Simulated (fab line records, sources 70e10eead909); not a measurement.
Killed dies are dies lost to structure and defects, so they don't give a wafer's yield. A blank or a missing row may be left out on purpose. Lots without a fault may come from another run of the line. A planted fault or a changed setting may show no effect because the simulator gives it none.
fab line records | flow nand_harc
record lots=24 wafers=72 last_day=24
route steps=1159 shown P_ZERO_WELL@16 P_STI@85 P_GATE@149
lots that met no fault: from a run of the same line without faults
start_h: hours from the record's first day to the start of the lot's first wafer shown | wait_h: hours since the lot's step before | " the same as in the row above | L1.1+2: a row that stands for several wafers | - no value, or no start given | * or withheld: withheld | < > ~ a bound
route shown NAME@n: a module of which the file shows steps, and the number in the route of the first | usual: mean/standard deviation of fault-free wafers | same: alike in all rows | chamber/n: place in a boat | sites: the reading at each site | _std_site: their standard deviation | _edge_site: outer sites' mean less inner sites' | radius_mm: how far each site lies from the wafer's centre | mask NAME#n: copy n | behind: the tool/chamber that last shaped the wafer | hold: why the lot was held/for how many hours/how that ended | device: the transistor (n, p or np) that didn't switch | end of line: the same wafers' tests at the end of the route | a step without rows: its recipe alone | killed: dies lost to structure and defects at the first sort, not the wafer's yield | map: a wafer's dies, x killed, . not, _ none there
set.NAME: the setting as run; set.NAME@STEP: as run at that earlier step | model.NAME: the simulator's own value behind a step, which no gauge read
steps of the route over a sample of lots; a table a step, a row a wafer
services: from which hour (start_h, from the record's first day; less than 0 if before it) a tool's chamber was out of use, for how many hours, and why
## steps
# step NHARC_P_ZERO_WELL_DESCUM_13
# recipe time_s=3 o2_flow_sccm=200 ar_flow_sccm=0 bias_power_w=0 chemistry=O2
# usual drypump_motor_current_A=5.6/0.39 o2_flow_sccm=199.9/0.56 oes_product_au=1.000/0.0081 rf_vpp_V=57.6/0.96 showerhead_plenum_p_Torr=1.91/0.091 throttle_valve_pct=11.311/0.0093
# columns lot.wafer tool chamber start_h wait_h drypump_motor_current_A o2_flow_sccm oes_product_au rf_hours_counter_h rf_vpp_V showerhead_plenum_p_Torr throttle_valve_pct
L074.5 rie_diel-05 2 13.30 - 5.5 199.9 0.991 - 56.8 1.84 11.299
L074.4 " 3 " " 5.0 200.6 0.994 - 58.4 1.81 11.316
L074.6 " 1 " " 6.3 199.7 1.000 - 57.3 2.03 11.303
L075.4 rie_diel-06 3 19.42 - 5.9 199.6 1.008 7 57.7 1.84 11.312
L075.5 " 0 " " 5.2 199.2 1.012 - 57.7 1.83 11.299
L075.6 " 1 " " 5.6 200.5 1.010 - 57.8 1.84 11.313
L076.3 rie_diel-09 0 25.46 - 5.2 199.7 0.992 7 57.9 2.03 11.316
L076.4 " 1 " " 5.7 199.8 0.994 7 58.3 2.04 11.317
L076.1 " 2 " " 5.8 200.3 0.982 7 57.0 1.81 11.321
L077.1 rie_diel-06 3 31.29 - 5.9 199.7 1.002 7 58.3 1.84 11.291
L077.2 " 0 " " 5.2 200.5 0.997 7 57.0 1.83 11.306
L077.6 " 2 " " 5.7 200.2 1.001 - 57.4 2.00 11.299
L078.2 rie_diel-05 1 37.29 - 6.3 200.7 1.001 2 57.1 2.03 11.320
L078.1 " 3 " " 5.0 199.2 1.007 5 56.6 1.81 11.296
L078.5 " 3 " " 5.0 199.1 1.005 - 55.6 1.81 11.313
L079.2 rie_diel-05 1 43.41 - 6.2 200.4 1.005 2 58.5 2.03 11.314
L079.5 " 3 " " 5.0 199.6 0.993 - 57.9 1.81 11.327
L079.6 " 0 " " 6.0 199.9 0.992 - 56.3 1.87 11.303
L080.3 rie_diel-05 3 49.29 - 5.0 200.6 0.999 5 56.4 1.81 11.327
L080.6 " 1 " " 6.3 199.0 0.999 - 58.0 2.03 11.307
L080.5 " 3 " " 5.0 199.3 0.996 - 56.9 1.81 11.328
L081.4 rie_diel-06 1 55.41 - 5.6 200.8 0.993 9 55.5 1.84 11.323
L081.2 " 2 " " 5.7 200.0 0.997 9 56.9 2.00 11.314
L081.6 " 0 " " 5.2 199.3 0.998 - 57.9 1.83 11.315
L082.1 rie_diel-05 1 61.29 - 6.3 199.7 1.017 4 59.0 2.03 11.307
L082.4 " 0 " " 6.0 199.8 1.009 - 57.7 1.87 11.328
L082.5 " 1 " " 6.3 200.0 1.009 - 57.4 2.02 11.314
L083.2 rie_diel-09 3 67.28 - 5.6 199.8 0.992 11 57.1 1.85 11.295
L083.1 " 0 " " 5.2 201.0 0.998 11 60.0 2.03 11.317
L083.5 " 3 " " 5.6 199.8 0.991 - 57.0 1.85 11.305
L084.1 rie_diel-06 1 73.27 - 5.6 200.3 0.997 0 56.5 1.84 11.304
L084.2 " 2 " " 5.7 199.9 1.002 0 59.2 2.00 11.314
L084.3 " 3 " " 5.9 199.7 1.007 0 58.2 1.84 11.313
L085.3 rie_diel-05 1 79.28 - 6.3 199.9 0.999 5 58.1 2.02 11.314
L085.1 " 0 " " 6.0 200.0 0.995 4 56.7 1.86 11.307
L085.6 " 2 " " 5.5 199.2 0.980 - 56.2 1.84 11.281
L086.1 rie_diel-06 3 85.41 - 5.9 199.6 1.015 1 56.8 1.84 11.305
L086.2 " 0 " " 5.2 199.6 1.006 1 57.1 1.83 11.308
L086.6 " 3 " " 5.9 199.7 1.009 - 55.9 1.84 11.305
L087.1 rie_diel-05 3 91.33 - 5.0 200.0 1.010 8 57.4 1.81 11.311
L087.5 " 0 " " 6.0 199.8 1.022 - 57.2 1.86 11.307
L087.6 " 1 " " 6.2 199.2 1.009 - 59.0 2.02 11.298
L088.1 rie_diel-05 3 97.52 - 5.0 199.9 0.994 8 57.8 1.81 11.299
L088.4 " 1 " " 6.3 199.0 1.007 6 59.7 2.02 11.319
L088.6 " 2 " " 5.5 199.9 1.006 - 58.7 1.84 11.306
L089.4 rie_diel-05 0 103.31 - 6.0 199.0 0.999 5 57.4 1.86 11.309
L089.2 " 2 " " 5.6 200.4 0.990 4 58.4 1.84 11.305
L089.1 " 3 " " 5.0 199.3 1.000 9 56.6 1.81 11.305
L090.3 rie_diel-09 3 109.39 - 5.7 199.7 0.985 1 57.4 1.85 11.305
L090.1 " 1 " " 5.7 200.1 0.985 2 58.4 2.04 11.297
L090.6 " 3 " " 5.7 200.0 0.975 - 56.1 1.85 11.317
L091.3 rie_diel-09 0 115.28 - 5.2 200.3 1.002 2 58.2 2.03 11.331
L091.4 " 0 " " 5.2 200.3 1.009 - 58.1 2.03 11.309
L091.6 " 1 " " 5.7 199.8 1.008 - 57.3 2.04 11.302
L092.4 rie_diel-06 3 121.42 - 5.9 199.7 1.006 3 57.9 1.84 11.305
L092.3 " 0 " " 5.2 200.4 0.998 3 58.4 1.83 11.317
L092.2 " 2 " " 5.7 199.9 1.007 3 56.3 2.00 11.300
L093.3 rie_diel-09 1 127.40 - 5.7 199.7 0.995 3 57.9 2.04 11.316
L093.1 " 3 " " 5.6 199.4 0.998 3 58.2 1.85 11.308
L093.6 " 0 " " 5.2 200.1 1.008 - 58.4 2.03 11.311
L094.3 rie_diel-05 0 133.41 - 6.0 199.5 1.000 8 59.0 1.86 11.307
L094.4 " 1 " " 6.3 199.6 1.001 9 60.2 2.02 11.307
L094.1 " 2 " " 5.6 200.1 1.005 7 57.9 1.84 11.312
L095.1 rie_diel-09 3 139.41 - 5.6 200.3 0.996 3 58.2 1.85 11.313
L095.4 " 1 " " 5.7 200.9 0.989 - 58.0 2.04 11.312
L095.3 " 3 " " 5.6 199.6 0.988 - 58.1 1.85 11.295
L096.2 rie_diel-05 1 145.59 - 6.3 199.9 1.001 10 57.4 2.02 11.319
L096.4 " 3 " " 5.0 201.4 0.987 12 56.8 1.81 11.325
L096.6 " 0 " " 6.0 201.7 0.998 - 56.5 1.86 11.313
L097.2 rie_diel-09 0 151.43 - 5.2 200.4 1.000 4 59.0 2.03 11.327
L097.4 " 1 " " 5.7 200.3 0.988 5 58.1 2.04 11.319
L097.5 " 1 " " 5.7 200.4 0.994 - 59.4 2.04 11.306
# step NHARC_P_ZERO_WELL_ETCH_62
# recipe target_depth_a=130 time_s=6.5 chf3_flow_sccm=50 ar_flow_sccm=200 rf_w=500 bias_w=200 chemistry=CHF3/Ar
# usual drypump_motor_current_A=5.6/0.39 oes_product_au=0.961/0.014 rf_fwd_power_W=487.8/1.6 rf_vpp_V=370.2/2.4 showerhead_plenum_p_Torr=2.33/0.11 throttle_valve_pct=20.216/0.0083
# columns lot.wafer tool chamber start_h wait_h drypump_motor_current_A oes_product_au rf_fwd_power_W rf_hours_counter_h rf_vpp_V showerhead_plenum_p_Torr throttle_valve_pct
L074.5 rie_diel-05 2 - - 5.5 0.962 488.3 - 368.9 2.26 20.218
L074.6 " 3 " " 5.0 0.949 488.3 - 368.3 2.22 20.223
L074.4 " 1 " " 6.3 0.966 487.4 - 372.7 2.48 20.208
L075.4 rie_diel-06 3 - - 5.9 0.944 486.4 7 369.4 2.26 20.208
L075.5 " 2 " " 5.7 0.917 485.8 - 371.5 2.44 20.225
L075.6 " 3 " " 5.9 0.929 490.1 - 368.7 2.26 20.221
L076.1 rie_diel-09 3 - - 5.7 0.967 489.4 7 367.8 2.27 20.212
L076.4 " 1 " " 5.7 0.953 489.9 7 372.4 2.49 20.233
L076.3 " 2 " " 5.7 0.966 489.8 7 369.1 2.22 20.230
L077.2 rie_diel-06 1 - - 5.6 0.976 487.2 7 368.0 2.25 20.220
L077.1 " 3 " " 5.9 0.949 487.0 7 370.0 2.26 20.222
L077.6 " 1 " " 5.6 0.971 484.8 - 367.6 2.25 20.218
L078.2 rie_diel-05 3 - - 5.0 0.972 488.7 5 369.5 2.22 20.220
L078.1 " 0 " " 6.0 0.959 485.5 1 370.3 2.29 20.202
L078.5 " 0 " " 6.0 0.974 485.8 - 371.2 2.29 20.217
L079.2 rie_diel-05 0 - - 6.0 0.956 486.2 2 370.4 2.29 20.216
L079.6 " 1 " " 6.3 0.969 486.6 - 372.8 2.48 20.205
L079.5 " 3 " " 5.0 0.971 486.4 - 367.5 2.22 20.230
L080.3 rie_diel-05 3 - - 5.0 0.951 486.5 5 368.1 2.22 20.210
L080.5 " 3 " " 5.0 0.958 488.1 - 367.8 2.22 20.206
L080.6 " 0 " " 6.0 0.955 486.5 - 370.6 2.29 20.208
L081.4 rie_diel-06 3 - - 5.9 0.980 485.8 9 369.0 2.26 20.219
L081.2 " 0 " " 5.2 0.972 487.7 9 369.3 2.25 20.216
L081.6 " 0 " " 5.2 0.979 487.5 - 369.8 2.25 20.215
L082.1 rie_diel-05 0 - - 6.0 0.963 488.1 3 368.4 2.29 20.193
L082.5 " 1 " " 6.3 0.975 485.9 - 374.8 2.47 20.220
L082.4 " 3 " " 5.0 0.959 485.1 - 367.5 2.22 20.213
L083.2 rie_diel-09 1 - - 5.7 0.971 490.1 11 372.8 2.49 20.206
L083.1 " 2 " " 5.8 0.948 488.2 11 368.0 2.22 20.223
L083.5 " 2 " " 5.8 0.959 487.4 - 366.8 2.22 20.225
L084.2 rie_diel-06 0 - - 5.2 0.984 489.4 0 368.0 2.24 20.217
L084.3 " 1 " " 5.6 0.972 490.8 0 368.0 2.25 20.220
L084.1 " 3 " " 5.9 0.981 488.6 0 367.5 2.26 20.228
L085.1 rie_diel-05 0 - - 6.0 0.966 487.4 4 370.0 2.29 20.233
L085.3 " 2 " " 5.5 0.957 488.8 3 368.4 2.26 20.206
L085.6 " 1 " " 6.3 0.970 484.6 - 373.9 2.47 20.206
L086.2 rie_diel-06 2 - - 5.7 0.982 488.2 1 372.4 2.44 20.208
L086.1 " 3 " " 5.9 0.969 486.6 1 368.3 2.26 20.228
L086.6 " 0 " " 5.2 0.957 488.5 - 368.8 2.25 20.218
L087.1 rie_diel-05 1 - - 6.3 0.973 487.8 6 374.4 2.47 20.207
L087.6 " 3 " " 5.0 0.978 489.0 - 366.5 2.22 20.220
L087.5 " 0 " " 6.0 0.959 488.8 - 368.3 2.29 20.221
L088.4 rie_diel-05 3 - - 5.0 0.948 488.8 8 368.1 2.22 20.228
L088.1 " 1 " " 6.3 0.976 487.3 6 373.0 2.47 20.211
L088.6 " 0 " " 6.0 0.971 486.2 - 370.3 2.29 20.221
L089.4 rie_diel-05 3 - - 5.0 0.949 487.5 9 367.9 2.22 20.207
L089.2 " 1 " " 6.3 0.949 487.7 7 371.7 2.47 20.219
L089.1 " 2 " " 5.6 0.950 487.2 5 368.4 2.26 20.214
L090.1 rie_diel-09 0 - - 5.2 0.955 487.0 2 373.7 2.48 20.221
L090.3 " 1 " " 5.7 0.970 490.4 2 373.1 2.49 20.205
L090.6 " 2 " " 5.8 0.961 490.8 - 369.2 2.22 20.218
L091.3 rie_diel-09 3 - - 5.7 0.957 489.4 2 367.7 2.27 20.207
L091.6 " 0 " " 5.2 0.955 486.5 - 371.9 2.48 20.232
L091.4 " 3 " " 5.6 0.941 487.8 - 368.6 2.27 20.216
L092.2 rie_diel-06 3 - - 5.9 0.961 488.3 3 369.1 2.26 20.205
L092.4 " 0 " " 5.2 0.965 490.0 3 368.5 2.24 20.220
L092.3 " 1 " " 5.6 0.990 487.2 3 368.2 2.25 20.211
L093.3 rie_diel-09 1 - - 5.7 0.956 490.3 3 372.8 2.49 20.212
L093.1 " 3 " " 5.6 0.944 488.4 3 368.8 2.27 20.226
L093.6 " 0 " " 5.2 0.968 489.1 - 373.0 2.48 20.213
L094.4 rie_diel-05 3 - - 5.0 0.951 487.0 11 368.0 2.22 20.222
L094.1 " 0 " " 6.0 0.961 485.6 8 369.7 2.29 20.224
L094.3 " 1 " " 6.3 0.977 486.6 9 373.4 2.47 20.215
L095.1 rie_diel-09 1 - - 5.7 0.933 490.6 4 374.2 2.49 20.217
L095.4 " 1 " " 5.7 0.941 489.5 - 373.2 2.49 20.206
L095.3 " 3 " " 5.7 0.945 489.0 - 369.2 2.27 20.226
L096.4 rie_diel-05 2 - - 5.5 0.936 485.0 8 367.6 2.26 20.208
L096.2 " 0 " " 6.0 0.934 490.3 9 368.6 2.28 20.220
L096.6 " 1 " " 6.3 0.930 489.8 - 374.2 2.47 20.208
L097.2 rie_diel-09 3 - - 5.6 0.968 488.5 4 368.8 2.27 20.217
L097.4 " 2 " " 5.8 0.967 489.5 3 369.8 2.22 20.209
L097.5 " 3 " " 5.7 0.967 487.1 - 368.6 2.27 20.209
# step NHARC_P_STI_INSPECT_11
# usual raw_defect_count=5/3.3
# columns lot.wafer tool chamber start_h wait_h raw_defect_count
L074.4 defect_inspect-01 - 32.45 0.0 4
L074.5 " - " " 1
L074.6 " - " " 6
L075.4 defect_inspect-01 - 43.06 0.0 1
L075.5 " - " " 8
L075.6 " - " " 4
L076.1 defect_inspect-01 - 51.39 0.0 5
L076.3 " - " " 6
L076.4 " - " " 4
L077.1 defect_inspect-02 - 51.56 0.0 5
L077.2 " - " " 6
L077.6 " - " " 3
L078.1 defect_inspect-01 - 59.39 0.0 3
L078.2 " - " " 5
L078.5 " - " " 1
L079.2 defect_inspect-02 - 65.34 0.0 2
L079.5 " - " " 2
L079.6 " - " " 3
L080.3 defect_inspect-01 - 73.02 0.0 3
L080.5 " - " " 3
L080.6 " - " " 8
L081.2 defect_inspect-01 - 78.48 0.0 5
L081.4 " - " " 5
L081.6 " - " " 3
L082.1 defect_inspect-01 - 85.60 0.1 3
L082.4 " - " " 0
L082.5 " - " " 3
L083.1 defect_inspect-01 - 85.64 0.1 8
L083.2 " - " " 7
L083.5 " - " " 8
L084.1 defect_inspect-02 - 97.53 0.0 10
L084.2 " - " " 9
L084.3 " - " " 11
L085.1 defect_inspect-01 - 101.87 0.0 4
L085.3 " - " " 12
L085.6 " - " " 3
L086.1 defect_inspect-02 - 109.70 0.0 15
L086.2 " - " " 10
L086.6 " - " " 10
L087.1 defect_inspect-02 - 109.87 0.0 7
L087.5 " - " " 7
L087.6 " - " " 8
L089.1 defect_inspect-02 - 121.88 0.0 3
L089.2 " - " " 2
L089.4 " - " " 6
L088.1 defect_inspect-02 - 122.04 0.0 4
L088.4 " - " " 5
L088.6 " - " " 5
L090.1 defect_inspect-02 - 131.04 0.0 5
L090.3 " - " " 3
L090.6 " - " " 9
L091.3 defect_inspect-01 - 139.14 0.0 8
L091.4 " - " " 2
L091.6 " - " " 5
L092.2 defect_inspect-02 - 145.51 0.0 10
L092.3 " - " " 2
L092.4 " - " " 11
L093.1 defect_inspect-01 - 150.56 0.0 3
L093.3 " - " " 18
L093.6 " - " " 10
L094.1 defect_inspect-02 - 158.02 0.0 3
L094.3 " - " " 4
L094.4 " - " " 6
L095.1 defect_inspect-02 - 158.19 0.0 7
L095.3 " - " " 10
L095.4 " - " " 5
L097.2 defect_inspect-02 - 172.03 0.0 3
L097.4 " - " " 9
L097.5 " - " " 11
L096.2 defect_inspect-02 - 172.20 0.0 2
L096.4 " - " " 3
L096.6 " - " " 5
# step NHARC_P_STI_CD_MEAS_16
# usual cd_nm=198.9/2.1
# columns lot.wafer tool chamber start_h wait_h cd_nm
L074.4 cd_sem-01 - 33.03 - 199.7
L074.5 " - " " 198.9
L074.6 " - " " 201.2
L075.4 cd_sem-02 - 43.67 - 199.5
L075.5 " - " " 198.6
L075.6 " - " " 199.4
L076.1 cd_sem-03 - 51.96 - 202.2
L076.3 " - " " 203.0
L076.4 " - " " 203.3
L077.1 cd_sem-01 - 52.15 - 200.7
L077.2 " - " " 199.3
L077.6 " - " " 203.7
L078.1 cd_sem-01 - 59.96 - 201.2
L078.2 " - " " 199.7
L078.5 " - " " 201.2
L079.2 cd_sem-02 - 65.92 - 201.0
L079.5 " - " " 201.0
L079.6 " - " " 197.4
L080.3 cd_sem-01 - 73.61 - 195.7
L080.5 " - " " 196.9
L080.6 " - " " 196.7
L081.2 cd_sem-02 - 79.06 - 198.4
L081.4 " - " " 199.1
L081.6 " - " " 198.4
L082.1 cd_sem-01 - 86.17 - 197.7
L082.4 " - " " 199.1
L082.5 " - " " 200.0
L083.1 cd_sem-02 - 86.23 - 194.1
L083.2 " - " " 193.9
L083.5 " - " " 196.8
L084.1 cd_sem-01 - 98.10 - 202.2
L084.2 " - " " 202.2
L084.3 " - " " 199.8
L085.1 cd_sem-03 - 102.45 - 199.1
L085.3 " - " " 197.4
L085.6 " - " " 198.5
L086.1 cd_sem-03 - 110.27 - 199.5
L086.2 " - " " 199.4
L086.6 " - " " 200.7
L087.1 cd_sem-01 - 110.43 - 198.6
L087.5 " - " " 197.7
L087.6 " - " " 196.1
L089.1 cd_sem-02 - 122.46 - 199.1
L089.2 " - " " 198.5
L089.4 " - " " 198.1
L088.1 cd_sem-03 - 122.62 - 196.8
L088.4 " - " " 197.6
L088.6 " - " " 199.2
L090.1 cd_sem-01 - 131.68 - 197.7
L090.3 " - " " 199.6
L090.6 " - " " 200.8
L091.3 cd_sem-03 - 139.72 - 200.7
L091.4 " - " " 202.6
L091.6 " - " " 202.0
L092.2 cd_sem-03 - 146.09 - 199.3
L092.3 " - " " 198.4
L092.4 " - " " 199.8
L093.1 cd_sem-02 - 151.13 - 195.9
L093.3 " - " " 199.8
L093.6 " - " " 199.3
L094.1 cd_sem-01 - 158.64 - 200.3
L094.3 " - " " 200.0
L094.4 " - " " 199.2
L095.1 cd_sem-01 - 158.77 - 192.8
L095.3 " - " " 196.8
L095.4 " - " " 195.2
L097.2 cd_sem-03 - 172.60 - 199.8
L097.4 " - " " 198.5
L097.5 " - " " 199.5
L096.2 cd_sem-02 - 172.77 - 198.1
L096.4 " - " " 195.8
L096.6 " - " " 199.8
# step NHARC_P_GATE_ETCH_32
# recipe target_depth_a=1500 over_etch_frac=1 over_etch_ion_energy_ev=40 time_s=100.1 hbr_flow_sccm=150 cl2_flow_sccm=50 rf_w=400 icp_w=400 bias_w=100 chemistry=HBr/Cl2
# usual drypump_motor_current_A=5.65/0.28 oes_product_au=1.000/0.0097 rf_fwd_power_W=396.9/1.3 throttle_valve_pct=26.406/0.0086
# columns lot.wafer tool chamber start_h wait_h drypump_motor_current_A oes_product_au rf_fwd_power_W rf_hours_counter_h throttle_valve_pct
L074.4 rie_si-01 0 89.11 - 6.01 1.005 396.7 0.9 26.401
L074.5 " 0 " " 6.01 0.985 398.2 - 26.403
L074.6 " 1 " " 5.74 1.005 399.5 - 26.425
L075.4 rie_si-04 0 97.71 - 5.56 1.008 395.6 1.3 26.413
L075.6 " 1 " " 5.96 1.009 396.0 - 26.408
L075.5 " 2 " " 5.68 0.995 397.7 - 26.410
L077.1 rie_si-05 2 109.99 - 5.38 1.014 397.4 0.4 26.409
L077.2 " 3 " " 5.27 1.004 397.8 0.5 26.429
L077.6 " 1 " " 5.71 0.994 398.9 - 26.411
L076.1 rie_si-04 0 110.06 - 5.57 0.995 396.9 0.0 26.403
L076.4 " 2 " " 5.69 0.992 397.9 0.1 26.398
L076.3 " 3 " " 5.02 0.985 396.5 0.0 26.405
L079.2 rie_si-01 1 113.47 - 5.75 1.018 395.9 1.3 26.405
L079.5 " 2 " " 5.99 1.006 396.6 - 26.395
L079.6 " 3 " " 5.60 0.994 397.9 - 26.405
L078.2 rie_si-05 2 113.53 - 5.37 1.008 397.5 0.4 26.391
L078.1 " 3 " " 5.28 0.997 396.4 0.5 26.400
L078.5 " 0 " " 5.75 1.004 396.8 - 26.408
L080.3 rie_si-05 1 129.92 - 5.77 1.007 398.3 0.6 26.418
L080.6 " 0 " " 5.73 1.008 396.7 - 26.389
L080.5 " 1 " " 5.78 1.004 400.2 - 26.410
L081.2 rie_si-04 0 144.94 - 5.52 0.993 395.0 0.3 26.400
L081.4 " 2 " " 5.71 1.007 395.5 0.3 26.415
L081.6 " 3 " " 5.05 0.983 397.9 - 26.407
L083.2 rie_si-01 0 146.23 - 6.00 0.990 396.9 0.1 26.410
L083.1 " 1 " " 5.75 1.005 397.2 0.0 26.408
L083.5 " 0 " " 5.99 0.990 395.6 - 26.396
L082.4 rie_si-04 3 147.20 - 5.04 0.988 395.5 0.3 26.392
L082.1 " 1 " " 5.98 0.995 395.2 0.5 26.406
L082.5 " 2 " " 5.69 1.001 396.9 - 26.410
L085.3 rie_si-01 0 156.05 - 5.99 1.000 398.5 0.3 26.396
L085.1 " 2 " " 5.98 1.012 398.4 0.1 26.407
L085.6 " 0 " " 6.01 0.997 397.5 - 26.401
L084.2 rie_si-05 2 156.20 - 5.41 1.006 396.3 0.7 26.406
L084.1 " 0 " " 5.75 1.000 395.2 0.9 26.405
L084.3 " 1 " " 5.75 1.006 398.2 0.8 26.403
L087.1 rie_si-05 3 170.98 - 5.28 1.002 395.0 1.0 26.411
L087.5 " 2 " " 5.36 1.021 398.8 - 26.396
L087.6 " 3 " " 5.26 0.998 395.4 - 26.411
L086.1 rie_si-04 1 171.44 - 5.96 1.002 396.8 0.7 26.401
L086.2 " 3 " " 5.01 0.987 397.4 0.6 26.416
L086.6 " 1 " " 5.96 1.009 393.9 - 26.417
L088.4 rie_si-04 0 181.46 - 5.59 0.996 398.4 0.7 26.425
L088.1 " 2 " " 5.70 0.992 395.6 0.7 26.397
L088.6 " 3 " " 5.02 0.978 398.1 - 26.420
L089.1 rie_si-01 3 181.57 - 5.55 0.995 393.7 0.4 26.404
L089.4 " 0 " " 6.00 0.996 396.0 0.5 26.418
L089.2 " 1 " " 5.68 1.000 397.5 0.4 26.405
L090.1 rie_si-05 2 187.66 - 5.37 1.012 394.7 1.0 26.413
L090.3 " 0 " " 5.71 1.012 396.3 1.2 26.405
L090.6 " 1 " " 5.73 0.990 396.5 - 26.399
L091.4 rie_si-01 3 196.43 - 5.55 1.030 397.8 0.6 26.414
L091.3 " 0 " " 6.00 0.996 397.0 0.6 26.418
L091.6 " 1 " " 5.74 1.011 397.1 - 26.413
L092.2 rie_si-04 2 196.53 - 5.69 0.992 393.0 0.9 26.420
L092.3 " 3 " " 5.02 0.976 396.5 0.9 26.411
L092.4 " 0 " " 5.59 0.985 398.9 0.9 26.409
L093.1 rie_si-05 0 204.19 - 5.75 1.008 398.1 1.3 26.415
L093.3 " 1 " " 5.72 0.991 398.0 1.3 26.412
L093.6 " 1 " " 5.75 0.993 397.4 - 26.398
L095.4 rie_si-05 2 212.59 - 5.39 1.010 396.4 1.3 26.395
L095.1 " 3 " " 5.27 1.009 394.5 1.3 26.397
L095.3 " 0 " " 5.72 0.997 397.5 1.5 26.400
L094.1 rie_si-01 0 213.02 - 6.02 1.002 399.0 0.8 26.400
L094.3 " 1 " " 5.75 0.989 398.3 0.7 26.409
L094.4 " 2 " " 5.98 1.005 397.7 0.6 26.406
L097.2 rie_si-01 0 222.17 - 6.00 1.003 396.1 0.9 26.414
L097.4 " 3 " " 5.57 1.008 396.4 0.8 26.396
L097.5 " 0 " " 5.99 0.994 396.7 - 26.403
L096.4 rie_si-04 1 223.39 - 5.99 1.002 396.5 1.2 26.411
L096.2 " 3 " " 5.02 0.983 398.2 1.0 26.409
L096.6 " 1 " " 5.99 1.003 395.3 - 26.406
# step NHARC_P_GATE_CD_MEAS_33
# usual cd_nm=120.3/1.7
# columns lot.wafer tool chamber start_h wait_h cd_nm
L074.4 cd_sem-03 - 89.45 - 121.2
L074.5 " - " " 121.2
L074.6 " - " " 120.1
L075.4 cd_sem-02 - 98.01 - 122.6
L075.5 " - " " 121.7
L075.6 " - " " 121.5
L077.1 cd_sem-01 - 110.31 - 119.8
L077.2 " - " " 119.2
L077.6 " - " " 117.2
L076.1 cd_sem-02 - 110.39 - 120.1
L076.3 " - " " 121.2
L076.4 " - " " 118.8
L079.2 cd_sem-01 - 113.76 - 119.9
L079.5 " - " " 119.2
L079.6 " - " " 120.1
L078.1 cd_sem-02 - 113.85 - 119.2
L078.2 " - " " 119.7
L078.5 " - " " 121.2
L080.3 cd_sem-02 - 130.26 - 120.5
L080.5 " - " " 118.1
L080.6 " - " " 121.4
L081.2 cd_sem-01 - 145.87 - 121.7
L081.4 " - " " 119.1
L081.6 " - " " 122.4
L083.1 cd_sem-03 - 146.57 - 123.2
L083.2 " - " " 120.4
L083.5 " - " " 124.7
L082.1 cd_sem-02 - 147.53 - 120.3
L082.4 " - " " 118.1
L082.5 " - " " 120.1
L085.1 cd_sem-03 - 156.39 - 118.1
L085.3 " - " " 120.5
L085.6 " - " " 118.6
L084.1 cd_sem-01 - 156.54 - 117.7
L084.2 " - " " 117.2
L084.3 " - " " 119.8
L087.1 cd_sem-01 - 171.30 - 121.6
L087.5 " - " " 121.9
L087.6 " - " " 121.0
L086.1 cd_sem-02 - 171.76 - 122.5
L086.2 " - " " 123.0
L086.6 " - " " 120.1
L088.1 cd_sem-03 - 181.79 - 120.3
L088.4 " - " " 121.9
L088.6 " - " " 122.6
L089.1 cd_sem-01 - 181.89 - 116.9
L089.2 " - " " 123.7
L089.4 " - " " 120.1
L090.1 cd_sem-01 - 187.99 - 120.3
L090.3 " - " " 120.6
L090.6 " - " " 120.9
L091.3 cd_sem-02 - 196.74 - 120.7
L091.4 " - " " 121.6
L091.6 " - " " 119.4
L092.2 cd_sem-03 - 196.86 - 119.3
L092.3 " - " " 121.1
L092.4 " - " " 118.1
L093.1 cd_sem-03 - 204.52 - 124.1
L093.3 " - " " 123.4
L093.6 " - " " 120.4
L095.1 cd_sem-02 - 212.91 - 119.8
L095.3 " - " " 120.1
L095.4 " - " " 119.9
L094.1 cd_sem-03 - 213.34 - 122.1
L094.3 " - " " 119.1
L094.4 " - " " 119.8
L097.2 cd_sem-02 - 222.51 - 122.5
L097.4 " - " " 123.0
L097.5 " - " " 122.9
L096.2 cd_sem-02 - 223.76 - 122.0
L096.4 " - " " 122.8
L096.6 " - " " 121.2
## services
# columns tool chamber start_h hours kind
rie_diel-05 - 0.61 1.1 repair
rie_si-04 0 0.71 8.4 repair
rie_diel-05 0 5.89 18.1 repair
rie_diel-05 1 15.73 12.7 repair
rie_diel-05 2 19.25 44.4 repair
rie_si-01 0 29.67 6.0 repair
rie_si-05 - 62.00 9.0 pm
rie_diel-06 - 64.20 9.0 pm
rie_si-04 - 69.79 0.4 repair
rie_si-04 2 72.53 3.4 repair
rie_si-01 0 72.61 1.7 repair
rie_diel-09 - 77.11 9.0 pm
rie_si-04 - 99.00 9.0 pm
rie_si-04 0 112.88 1.3 repair
rie_diel-09 2 114.31 30.4 repair
rie_diel-09 0 129.59 11.9 repair
rie_diel-09 2 157.49 3.7 repair
rie_diel-05 - 163.60 9.0 pm
rie_diel-09 - 185.47 8.0 repair
rie_diel-06 2 198.20 4.0 repair
rie_diel-06 0 211.83 9.2 repair
rie_diel-06 3 213.21 4.4 repair
rie_diel-06 - 213.33 0.4 repair
rie_diel-05 1 217.24 5.0 repair
## key
fault none
